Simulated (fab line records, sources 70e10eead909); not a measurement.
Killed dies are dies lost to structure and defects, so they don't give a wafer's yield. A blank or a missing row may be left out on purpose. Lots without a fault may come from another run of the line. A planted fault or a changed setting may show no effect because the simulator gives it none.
fab line records | flow nand_harc
record lots=5 wafers=15 last_day=24
route steps=1159 shown A_ONON_D1@447 A_CHANNEL_HOLE_D1@450
lots that met no fault: from a run of the same line without faults
start_h: hours from the record's first day to the start of the lot's first wafer shown | wait_h: hours since the lot's step before | " the same as in the row above | L1.1+2: a row that stands for several wafers | - no value, or no start given | * or withheld: withheld | < > ~ a bound
route shown NAME@n: a module of which the file shows steps, and the number in the route of the first | usual: mean/standard deviation of fault-free wafers | same: alike in all rows | chamber/n: place in a boat | sites: the reading at each site | _std_site: their standard deviation | _edge_site: outer sites' mean less inner sites' | radius_mm: how far each site lies from the wafer's centre | mask NAME#n: copy n | behind: the tool/chamber that last shaped the wafer | hold: why the lot was held/for how many hours/how that ended | device: the transistor (n, p or np) that didn't switch | end of line: the same wafers' tests at the end of the route | a step without rows: its recipe alone | killed: dies lost to structure and defects at the first sort, not the wafer's yield | map: a wafer's dies, x killed, . not, _ none there
set.NAME: the setting as run; set.NAME@STEP: as run at that earlier step | model.NAME: the simulator's own value behind a step, which no gauge read
lots at some steps of the route; a table a step, a row a wafer
services: from which hour (start_h, from the record's first day; less than 0 if before it) a tool's chamber was out of use, for how many hours, and why
## steps
# step NHARC_A_ONON_D1_THK_MEAS_34
# recipe thk_meas_gauge=ellipsometry
# usual thk_nm=200.9/2.4
# columns lot.wafer tool chamber start_h wait_h thk_nm
L604.2 film_metro-01 - 187.39 - 198.4
L604.3 " - " " 199.1
L604.4 " - " " 203.5
L606.4 film_metro-02 - 195.89 - 200.2
L606.5 " - " " 201.9
L606.6 " - " " 201.4
L611.2 film_metro-02 - 236.05 - 197.9
L611.3 " - " " 197.1
L611.5 " - " " 205.2
L619.2 film_metro-01 - 287.03 - 197.9
L619.3 " - " " 200.3
L619.4 " - " " 199.5
L621.1 film_metro-02 - 290.99 - 198.5
L621.4 " - " " 202.4
L621.5 " - " " 204.5
# step NHARC_A_ONON_D1_INSPECT_32
# usual raw_defect_count=70/28
# columns lot.wafer tool chamber start_h wait_h raw_defect_count
L604.2 defect_inspect-01 - 187.46 0.0 135
L604.3 " - " " 86
L604.4 " - " " 136
L606.4 defect_inspect-01 - 195.95 0.0 59
L606.5 " - " " 46
L606.6 " - " " 49
L611.2 defect_inspect-01 - 236.11 0.0 50
L611.3 " - " " 67
L611.5 " - " " 82
L619.2 defect_inspect-01 - 287.11 0.0 46
L619.3 " - " " 49
L619.4 " - " " 60
L621.1 defect_inspect-02 - 291.05 0.0 99
L621.4 " - " " 87
L621.5 " - " " 83
# step NHARC_A_CHANNEL_HOLE_D1_DEP_00
# recipe target_thk_a=31000 temp_c=400 material=aC
# step NHARC_A_CHANNEL_HOLE_D1_DEP_01
# recipe target_thk_a=1400 target_thk_nm=140 temp_c=400 pressure_torr=3.5 flow_sccm=200 rf_w=350 material=SiON
# step NHARC_A_CHANNEL_HOLE_D1_DEHYDRATE_02
# recipe temp_c=150 time_s=120
# step NHARC_A_CHANNEL_HOLE_D1_HMDS_03
# recipe time_s=30
# step NHARC_A_CHANNEL_HOLE_D1_COAT_36
# recipe temp_c=260 time_s=75
# step NHARC_A_CHANNEL_HOLE_D1_COAT_37
# recipe temp_c=225 time_s=65
# step NHARC_A_CHANNEL_HOLE_D1_COAT_04
# recipe spin_rpm=1500 resist_thk_nm=90
# step NHARC_A_CHANNEL_HOLE_D1_SOFTBAKE_05
# recipe temp_c=105 time_s=55
# step NHARC_A_CHANNEL_HOLE_D1_EBR_06
# step NHARC_A_CHANNEL_HOLE_D1_EXPOSE_07
# recipe na=1.35 target_cd_nm=100 sigma_outer=0.3 dose_mj=59.65 mask_id=HOLE_D1
# usual exposure_dose_mJ_cm2=59.69/0.11
# columns lot.wafer tool chamber start_h wait_h mask exposure_dose_mJ_cm2
L604.2 arfi_scanner-01 0 191.20 - HOLE_D1#0 59.76
L604.3 " 0 " " HOLE_D1#0 59.70
L604.4 " 0 " " HOLE_D1#0 59.74
L606.4 arfi_scanner-02 0 198.69 - HOLE_D1#0 59.60
L606.5 " 0 " " HOLE_D1#0 59.68
L606.6 " 0 " " HOLE_D1#0 59.60
L611.2 arfi_scanner-01 0 239.46 - HOLE_D1#0 59.73
L611.3 " 0 " " HOLE_D1#0 59.81
L611.5 " 0 " " HOLE_D1#0 59.76
L619.2 arfi_scanner-03 0 290.89 - HOLE_D1#0 59.75
L619.3 " 0 " " HOLE_D1#0 59.61
L619.4 " 0 " " HOLE_D1#0 59.49
L621.1 arfi_scanner-02 0 293.63 - HOLE_D1#0 59.63
L621.4 " 0 " " HOLE_D1#0 59.61
L621.5 " 0 " " HOLE_D1#0 59.61
# step NHARC_A_CHANNEL_HOLE_D1_PEB_08
# recipe peb_temp_c=100 peb_time_s=65
# step NHARC_A_CHANNEL_HOLE_D1_DEVELOP_09
# recipe develop_time_s=35 dev_temp_c=23
# step NHARC_A_CHANNEL_HOLE_D1_CD_MEAS_10
# recipe target_cd_nm=100 landing_energy_ev=500
# usual cd_nm=99.9/0.46
# same landing_energy_ev=500
# columns lot.wafer tool chamber start_h wait_h cd_nm
L604.2 cd_sem-01 0 191.34 - 100.5
L604.3 " 0 " " 100.7
L604.4 " 0 " " 100.5
L606.4 cd_sem-01 0 198.83 - 99.9
L606.5 " 0 " " 100.3
L606.6 " 0 " " 100.4
L611.2 cd_sem-03 0 239.60 - 101.1
L611.3 " 0 " " 99.7
L611.5 " 0 " " 100.3
L619.2 cd_sem-03 0 291.02 - 100.0
L619.3 " 0 " " 99.5
L619.4 " 0 " " 99.4
L621.1 cd_sem-02 0 293.78 - 100.0
L621.4 " 0 " " 99.8
L621.5 " 0 " " 100.0
# step NHARC_A_CHANNEL_HOLE_D1_OVL_MEAS_11
# usual overlay_x_nm=0.0/0.99 overlay_y_nm=0.4/0.79
# columns lot.wafer tool chamber start_h wait_h overlay_x_nm overlay_y_nm
L604.2 overlay-02 - 191.42 - -0.8 -0.1
L604.3 " - " " -1.6 -0.1
L604.4 " - " " -1.6 0.2
L606.4 overlay-02 - 198.91 - -0.8 0.7
L606.5 " - " " -0.3 0.5
L606.6 " - " " -0.4 0.8
L611.2 overlay-02 - 239.69 - 0.2 1.8
L611.3 " - " " -0.4 1.4
L611.5 " - " " 0.0 1.7
L619.2 overlay-02 - 291.11 - 0.9 1.5
L619.3 " - " " 1.4 2.4
L619.4 " - " " 1.0 2.0
L621.1 overlay-02 - 293.87 - 1.1 0.5
L621.4 " - " " 1.3 0.7
L621.5 " - " " 1.4 0.4
# step NHARC_A_CHANNEL_HOLE_D1_INSPECT_12
# usual raw_defect_count=5.5/2.9
# columns lot.wafer tool chamber start_h wait_h raw_defect_count
L604.2 defect_inspect-01 - 191.46 0.0 6
L604.3 " - " " 9
L604.4 " - " " 8
L606.4 defect_inspect-01 - 198.95 0.0 2
L606.5 " - " " 4
L606.6 " - " " 6
L611.2 defect_inspect-01 - 239.72 0.0 5
L611.3 " - " " 5
L611.5 " - " " 4
L619.2 defect_inspect-01 - 291.15 0.0 4
L619.3 " - " " 4
L619.4 " - " " 2
L621.1 defect_inspect-02 - 293.90 0.0 7
L621.4 " - " " 9
L621.5 " - " " 6
# step NHARC_A_CHANNEL_HOLE_D1_DESCUM_15
# recipe time_s=3 o2_flow_sccm=200 ar_flow_sccm=0 bias_power_w=0 chemistry=O2
# usual drypump_motor_current_A=5.9/0.33 oes_product_au=1.003/0.0087 rf_vpp_V=58.0/0.93 showerhead_plenum_p_Torr=1.95/0.1 throttle_valve_pct=11.310/0.0089
# same time_s=3
# columns lot.wafer tool chamber start_h wait_h drypump_motor_current_A oes_product_au rf_hours_counter_h rf_vpp_V showerhead_plenum_p_Torr throttle_valve_pct model.A_CHANNEL_HOLE_D1.cd_nm
L604.3 rie_diel-04 3 191.53 0.1 6.5 0.994 5 57.9 1.84 11.304 101
L604.4 " 0 " " 5.7 0.992 5 59.3 2.06 11.304 100.5
L604.2 " 1 " " 5.3 0.978 5 59.1 2.01 11.309 101.1
L606.4 rie_diel-09 0 199.02 0.1 6.0 1.001 6 58.8 2.04 11.301 99.96
L606.5 " 2 " " 5.8 1.018 - 57.8 1.88 11.305 100.3
L606.6 " 3 " " 5.9 1.012 - 58.7 2.05 11.307 100.6
L611.3 rie_diel-04 1 239.79 0.1 5.2 1.002 9 57.1 2.01 11.321 100.3
L611.2 " 0 " " 5.7 1.013 9 58.9 2.06 11.301 101.9
L611.5 " 2 " " 6.4 1.005 - 58.4 1.89 11.304 100.5
L619.4 rie_diel-09 0 291.21 0.1 6.1 1.004 3 58.0 2.04 11.306 99.78
L619.3 " 1 " " 5.9 1.001 2 57.5 1.81 11.296 99.73
L619.2 " 3 " " 5.9 1.010 3 58.3 2.05 11.314 99.67
L621.4 rie_diel-09 0 293.97 0.1 6.1 1.006 4 58.6 2.04 11.308 100.3
L621.1 " 2 " " 5.8 1.000 3 57.2 1.88 11.317 99.92
L621.5 " 3 " " 5.9 1.011 - 59.2 2.05 11.311 99.79
# step NHARC_A_CHANNEL_HOLE_D1_ETCH_38
# recipe target_depth_a=390 over_etch_frac=0.3 time_s=65 ion_energy_ev=80 cf4_flow_sccm=150 ar_flow_sccm=0 rf_w=300 bias_w=100 chemistry=CF4
# step NHARC_A_CHANNEL_HOLE_D1_ETCH_39
# recipe target_depth_a=2600 over_etch_frac=0.3 time_s=325 ion_energy_ev=200 n2_flow_sccm=150 h2_flow_sccm=150 ar_flow_sccm=0 rf_w=400 bias_w=150 chemistry=N2/H2
# step NHARC_A_CHANNEL_HOLE_D1_ETCH_34
# recipe target_depth_a=1540 time_s=77 cf4_flow_sccm=100 chf3_flow_sccm=30 ar_flow_sccm=0 rf_w=500 bias_w=200 chemistry=CF4/CHF3
# usual drypump_motor_current_A=5.9/0.33 oes_product_au=0.953/0.02 rf_vpp_V=371.5/2.8 showerhead_plenum_p_Torr=1.60/0.079 throttle_valve_pct=16.803/0.0099
# same time_s=77
# columns lot.wafer tool chamber start_h wait_h drypump_motor_current_A oes_product_au rf_hours_counter_h rf_vpp_V showerhead_plenum_p_Torr throttle_valve_pct
L604.3 rie_diel-04 2 - - 6.4 0.927 5 368.1 1.55 16.808
L604.2 " 3 " " 6.5 0.933 5 368.6 1.52 16.804
L604.4 " 0 " " 5.7 0.922 5 375.9 1.69 16.802
L606.4 rie_diel-09 3 - - 5.9 0.959 6 373.8 1.68 16.814
L606.6 " 3 " " 5.9 0.968 - 374.8 1.68 16.800
L606.5 " 0 " " 6.1 0.985 - 373.1 1.67 16.795
L611.2 rie_diel-04 2 - - 6.4 0.958 10 370.3 1.55 16.787
L611.3 " 0 " " 5.7 0.980 9 374.9 1.69 16.802
L611.5 " 2 " " 6.4 0.963 - 369.5 1.55 16.804
L619.4 rie_diel-09 0 - - 6.0 0.962 3 373.6 1.67 16.797
L619.2 " 1 " " 5.9 0.964 3 368.8 1.49 16.805
L619.3 " 2 " " 5.8 0.957 3 370.6 1.54 16.808
L621.1 rie_diel-09 0 - - 6.1 0.979 4 373.2 1.67 16.801
L621.4 " 2 " " 5.9 0.974 3 370.4 1.55 16.795
L621.5 " 1 " " 5.8 0.980 - 367.7 1.49 16.790
# step NHARC_A_CHANNEL_HOLE_D1_ETCH_16
# recipe target_depth_a=31000 over_etch_frac=0.3 time_s=806 ion_energy_ev=150 o2_flow_sccm=400 cos_flow_sccm=20 ar_flow_sccm=0 rf_w=500 bias_w=300 chemistry=O2/COS
# step NHARC_A_CHANNEL_HOLE_D1_CD_MEAS_18
# usual cd_nm=98.8/1.7
# columns lot.wafer tool chamber start_h wait_h cd_nm
L604.2 cd_sem-01 - 192.63 - 99.8
L604.3 " - " " 102.4
L604.4 " - " " 100.2
L606.4 cd_sem-02 - 200.13 - 98.0
L606.5 " - " " 100.3
L606.6 " - " " 99.8
L611.2 cd_sem-02 - 240.91 - 102.7
L611.3 " - " " 100.8
L611.5 " - " " 100.5
L619.2 cd_sem-02 - 292.31 - 97.0
L619.3 " - " " 99.2
L619.4 " - " " 98.5
L621.1 cd_sem-02 - 295.07 - 99.5
L621.4 " - " " 96.9
L621.5 " - " " 99.1
# step NHARC_A_CHANNEL_HOLE_D1_ETCH_19
# recipe bias_v=1200 source_w=2500 pressure_mtorr=15 time_s=34.5 ar_flow_sccm=375 c4f8_flow_sccm=28.8 o2_flow_sccm=96.2 temp_c=-20 target_depth_a=* chemistry=C4F8/O2/Ar
# usual drypump_motor_current_A=6.1/0.39 showerhead_plenum_p_Torr=3.75/0.14 throttle_valve_pct=37.039/0.01
# same time_s=34.5
# columns lot.wafer tool chamber start_h wait_h drypump_motor_current_A rf_hours_counter_h showerhead_plenum_p_Torr throttle_valve_pct
L604.2 har_etch-02 1 192.72 0.1 6.2 111 3.86 37.042
L604.3 " 0 " " 5.5 - 3.92 37.049
L604.4 " 1 " " 6.3 - 3.86 37.052
L606.4 har_etch-02 0 200.23 0.1 5.5 - 3.92 37.056
L606.6 " 0 " " 5.5 - 3.92 37.036
L606.5 " 1 " " 6.3 - 3.86 37.024
L611.2 har_etch-01 1 240.98 0.1 6.2 216 3.61 37.039
L611.3 " 0 " " 6.6 - 3.61 37.017
L611.5 " 1 " " 6.2 - 3.61 37.039
L619.2 har_etch-01 1 295.03 2.7 6.2 246 3.59 37.064
L619.3 " 0 " " 6.6 - 3.59 37.016
L619.4 " 1 " " 6.2 - 3.59 37.035
L621.1 har_etch-02 1 296.01 0.9 6.2 158 3.83 37.033
L621.4 " 0 " " 5.5 - 3.89 37.042
L621.5 " 1 " " 6.3 - 3.83 37.047
# step NHARC_A_CHANNEL_HOLE_D1_ETCH_20
# recipe bias_v=3000 source_w=withheld pressure_mtorr=20 time_s=361.9 ar_flow_sccm=375 c4f8_flow_sccm=89.3 o2_flow_sccm=35.7 temp_c=-20 target_depth_a=16000 chemistry=C4F8/O2/Ar
# step NHARC_A_CHANNEL_HOLE_D1_ETCH_21
# recipe bias_v=3000 source_w=withheld pressure_mtorr=20 time_s=514.3 ar_flow_sccm=375 c4f8_flow_sccm=89.3 o2_flow_sccm=35.7 temp_c=-20 target_depth_a=16000 chemistry=C4F8/O2/Ar
# step NHARC_A_CHANNEL_HOLE_D1_ETCH_22
# recipe bias_v=3000 source_w=withheld pressure_mtorr=20 time_s=666.7 ar_flow_sccm=375 c4f8_flow_sccm=89.3 o2_flow_sccm=35.7 temp_c=-20 target_depth_a=16000 chemistry=C4F8/O2/Ar
# usual drypump_motor_current_A=6.1/0.39 showerhead_plenum_p_Torr=3.71/0.13 throttle_valve_pct=32.154/0.0094
# same time_s=666.7
# columns lot.wafer tool chamber start_h wait_h drypump_motor_current_A rf_hours_counter_h showerhead_plenum_p_Torr throttle_valve_pct
L604.2 har_etch-02 1 193.66 0.4 6.3 111 3.81 32.161
L604.3 " 0 " " 5.5 - 3.87 32.158
L604.4 " 1 " " 6.2 - 3.81 32.161
L606.4 har_etch-02 0 201.24 0.4 5.5 - 3.87 32.157
L606.6 " 0 " " 5.5 - 3.87 32.166
L606.5 " 1 " " 6.2 - 3.81 32.162
L611.2 har_etch-01 1 241.85 0.4 6.2 217 3.57 32.163
L611.3 " 0 " " 6.6 - 3.57 32.154
L611.5 " 1 " " 6.2 - 3.57 32.155
L619.2 har_etch-01 1 295.97 0.4 6.1 246 3.56 32.156
L619.3 " 0 " " 6.7 - 3.55 32.153
L619.4 " 1 " " 6.2 - 3.56 32.163
L621.1 har_etch-02 1 296.96 0.4 6.2 159 3.79 32.138
L621.4 " 0 " " 5.5 - 3.84 32.159
L621.5 " 1 " " 6.3 - 3.79 32.145
# step NHARC_A_CHANNEL_HOLE_D1_ETCH_23
# recipe bias_v=5000 source_w=withheld pressure_mtorr=20 time_s=819 ar_flow_sccm=375 c4f8_flow_sccm=89.3 o2_flow_sccm=35.7 temp_c=-20 target_depth_a=16000 chemistry=C4F8/O2/Ar
# step NHARC_A_CHANNEL_HOLE_D1_ETCH_24
# recipe bias_v=5000 source_w=withheld pressure_mtorr=20 time_s=906.2 ar_flow_sccm=375 c4f8_flow_sccm=93.8 o2_flow_sccm=31.2 temp_c=-20 target_depth_a=15000 chemistry=C4F8/O2/Ar
# step NHARC_A_CHANNEL_HOLE_D1_ETCH_25
# recipe bias_v=5000 source_w=withheld pressure_mtorr=20 time_s=1040.2 ar_flow_sccm=375 c4f8_flow_sccm=93.8 o2_flow_sccm=31.2 temp_c=-20 target_depth_a=15000 chemistry=C4F8/O2/Ar
# step NHARC_A_CHANNEL_HOLE_D1_ETCH_26
# recipe bias_v=300 source_w=2000 pressure_mtorr=30 time_s=224.1 ar_flow_sccm=375 c4f8_flow_sccm=11.4 o2_flow_sccm=113.6 temp_c=-20 target_depth_a=3000 chemistry=C4F8/O2/Ar
# usual drypump_motor_current_A=6.1/0.39 showerhead_plenum_p_Torr=3.75/0.14 throttle_valve_pct=24.584/0.0085
# same time_s=224.1
# columns lot.wafer tool chamber start_h wait_h drypump_motor_current_A rf_hours_counter_h showerhead_plenum_p_Torr throttle_valve_pct
L604.2 har_etch-02 1 196.52 0.6 6.3 114 3.86 24.579
L604.3 " 0 " " 5.6 - 3.92 24.587
L604.4 " 1 " " 6.3 - 3.87 24.589
L606.4 har_etch-02 0 204.01 0.5 5.5 - 3.92 24.587
L606.6 " 0 " " 5.6 - 3.92 24.582
L606.5 " 1 " " 6.3 - 3.86 24.585
L611.2 har_etch-01 1 244.75 0.7 6.2 220 3.61 24.596
L611.3 " 0 " " 6.6 - 3.61 24.575
L611.5 " 1 " " 6.2 - 3.61 24.582
L619.2 har_etch-01 1 298.83 0.6 6.1 249 3.59 24.570
L619.3 " 0 " " 6.6 - 3.59 24.578
L619.4 " 1 " " 6.2 - 3.59 24.569
L621.1 har_etch-02 1 299.80 0.6 6.2 162 3.84 24.580
L621.4 " 0 " " 5.5 - 3.90 24.588
L621.5 " 1 " " 6.3 - 3.84 24.591
# step NHARC_A_CHANNEL_HOLE_D1_ETCH_33
# recipe bias_v=400 source_w=2000 pressure_mtorr=25 time_s=90 ar_flow_sccm=375 c4f8_flow_sccm=41.7 o2_flow_sccm=83.3 temp_c=-20 target_depth_a=4000 chemistry=C4F8/O2/Ar
# usual drypump_motor_current_A=6.1/0.4 showerhead_plenum_p_Torr=3.75/0.14 throttle_valve_pct=27.620/0.0089
# same time_s=90
# columns lot.wafer tool chamber start_h wait_h drypump_motor_current_A rf_hours_counter_h showerhead_plenum_p_Torr throttle_valve_pct
L604.2 har_etch-02 1 196.71 0.2 6.3 114 3.86 27.628
L604.3 " 0 " " 5.5 - 3.91 27.627
L604.4 " 1 " " 6.3 - 3.86 27.624
L606.4 har_etch-02 0 204.21 0.2 5.6 - 3.91 27.604
L606.6 " 0 " " 5.6 - 3.91 27.604
L606.5 " 1 " " 6.3 - 3.85 27.613
L611.2 har_etch-01 1 244.95 0.2 6.2 220 3.61 27.629
L611.3 " 0 " " 6.6 - 3.60 27.627
L611.5 " 1 " " 6.2 - 3.61 27.623
L619.2 har_etch-01 1 299.03 0.2 6.2 249 3.59 27.629
L619.3 " 0 " " 6.6 - 3.59 27.623
L619.4 " 1 " " 6.2 - 3.59 27.621
L621.1 har_etch-02 1 300.00 0.2 6.3 162 3.83 27.610
L621.4 " 0 " " 5.5 - 3.89 27.637
L621.5 " 1 " " 6.3 - 3.83 27.622
# step NHARC_A_CHANNEL_HOLE_D1_STRIP_41
# recipe n2_flow_sccm=150 h2_flow_sccm=150 ar_flow_sccm=0 bias_w=0 chemistry=N2/H2
# step NHARC_A_CHANNEL_HOLE_D1_STRIP_42
# recipe cf4_flow_sccm=100 chf3_flow_sccm=30 ar_flow_sccm=0 bias_w=0 chemistry=CF4/CHF3
# step NHARC_A_CHANNEL_HOLE_D1_STRIP_43
# recipe o2_flow_sccm=400 cos_flow_sccm=20 ar_flow_sccm=0 bias_w=0 chemistry=O2/COS
# step NHARC_A_CHANNEL_HOLE_D1_ETCH_44
# recipe target_depth_a=1400 overetch_a=140 time_s=77 ion_energy_ev=100 cf4_flow_sccm=80 o2_flow_sccm=20 ar_flow_sccm=0 rf_w=300 bias_w=100 chemistry=CF4/O2
# usual drypump_motor_current_A=5.8/0.31 oes_ar_750_au=1.000/0.0049 oes_product_au=1.002/0.0076 rf_vpp_V=198.3/1.6 showerhead_plenum_p_Torr=1.36/0.071 throttle_valve_pct=13.395/0.0093
# same time_s=77
# columns lot.wafer tool chamber start_h wait_h drypump_motor_current_A oes_ar_750_au oes_product_au rf_hours_counter_h rf_vpp_V showerhead_plenum_p_Torr throttle_valve_pct model.A_CHANNEL_HOLE_D1.cd_nm
L604.3 rie_diel-09 1 197.44 0.1 5.9 1.001 0.994 6 196.5 1.26 13.406 89.89
L604.4 " 2 " " 5.8 1.001 1.004 6 197.4 1.31 13.393 90.31
L604.2 " 3 " " 5.8 1.000 1.000 6 200.6 1.43 13.392 90.28
L606.4 rie_diel-09 0 204.90 0.1 6.1 0.992 1.009 7 198.9 1.42 13.388 90.26
L606.6 " 3 " " 5.8 1.000 1.020 - 200.2 1.43 13.399 91.09
L606.5 " 0 " " 6.1 0.999 1.013 - 200.1 1.42 13.418 90.47
L611.3 rie_diel-10 0 245.71 0.1 5.6 0.997 0.999 4 199.3 1.43 13.391 90.66
L611.2 " 2 " " 5.5 1.004 0.994 5 199.7 1.43 13.395 92.73
L611.5 " 3 " " 5.6 0.993 1.002 - 196.9 1.30 13.384 91.87
L619.4 rie_diel-10 1 299.75 0.1 6.0 1.003 1.015 8 195.8 1.25 13.401 89.25
L619.2 " 2 " " 5.5 0.997 0.998 8 199.4 1.43 13.401 91.56
L619.3 " 3 " " 5.6 1.008 1.011 8 198.0 1.30 13.399 90.55
L621.1 rie_diel-04 3 300.74 0.1 6.4 1.005 1.010 0 197.3 1.28 13.398 91.57
L621.5 " 0 " " 5.7 1.003 1.015 - 198.9 1.43 13.402 90.36
L621.4 " 1 " " 5.3 1.007 0.994 - 199.1 1.40 13.401 90.35
# step NHARC_A_CHANNEL_HOLE_D1_STRIP_27
# recipe o2_flow_sccm=500 ar_flow_sccm=0 bias_w=0 chemistry=O2
## services
# columns tool chamber start_h hours kind
rie_diel-04 - 168.34 0.5 repair
rie_diel-10 - 176.50 9.0 pm
rie_diel-09 0 184.37 - clean
rie_diel-09 1 184.37 - clean
rie_diel-09 2 184.37 - clean
rie_diel-09 3 184.37 - clean
arfi_scanner-01 - 188.52 0.7 repair
arfi_scanner-01 - 196.00 4.0 pm
rie_diel-09 0 208.87 - clean
rie_diel-09 1 208.87 - clean
rie_diel-09 2 208.87 - clean
rie_diel-09 3 208.87 - clean
rie_diel-04 2 224.64 4.7 repair
arfi_scanner-02 - 230.21 3.9 repair
rie_diel-09 0 233.37 - clean
rie_diel-09 1 233.37 - clean
rie_diel-09 2 233.37 - clean
rie_diel-09 3 233.37 - clean
rie_diel-10 3 237.06 7.2 repair
rie_diel-09 - 254.37 9.0 pm
rie_diel-09 0 254.37 9.0 vent_cycle
arfi_scanner-02 - 256.00 4.0 pm
rie_diel-04 - 288.90 9.0 pm
rie_diel-09 3 296.62 6.4 repair
## key
first_sign none at tools or gauges
model_effect step=NHARC_A_CHANNEL_HOLE_D1_DESCUM_15 value=A_CHANNEL_HOLE_D1.cd_nm without=100.3 struck=101.9
model_effect step=NHARC_A_CHANNEL_HOLE_D1_ETCH_44 value=A_CHANNEL_HOLE_D1.cd_nm without=91.1 struck=92.73
met_at NHARC_A_CHANNEL_HOLE_D1_EXPOSE_07
struck_wafers L611.2
tester_left_out L611
onset_between 191.20 239.46
fault kind=process_parameter_drift tool=arfi_scanner-01 chamber=- onset_h=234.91 steps=NHARC_A_CHANNEL_HOLE_D1_EXPOSE_07 channel=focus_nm offset=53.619 shape=step end_h=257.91 scope=struck_wafers_only
# tester_left_out: of these lots the tester's yield and bins aren't shown, on N5 and GAA mostly nor the transistor test; their killed dies are dies lost to structure and defects alone, not to doping, threshold or leakage, so they don't give the yield
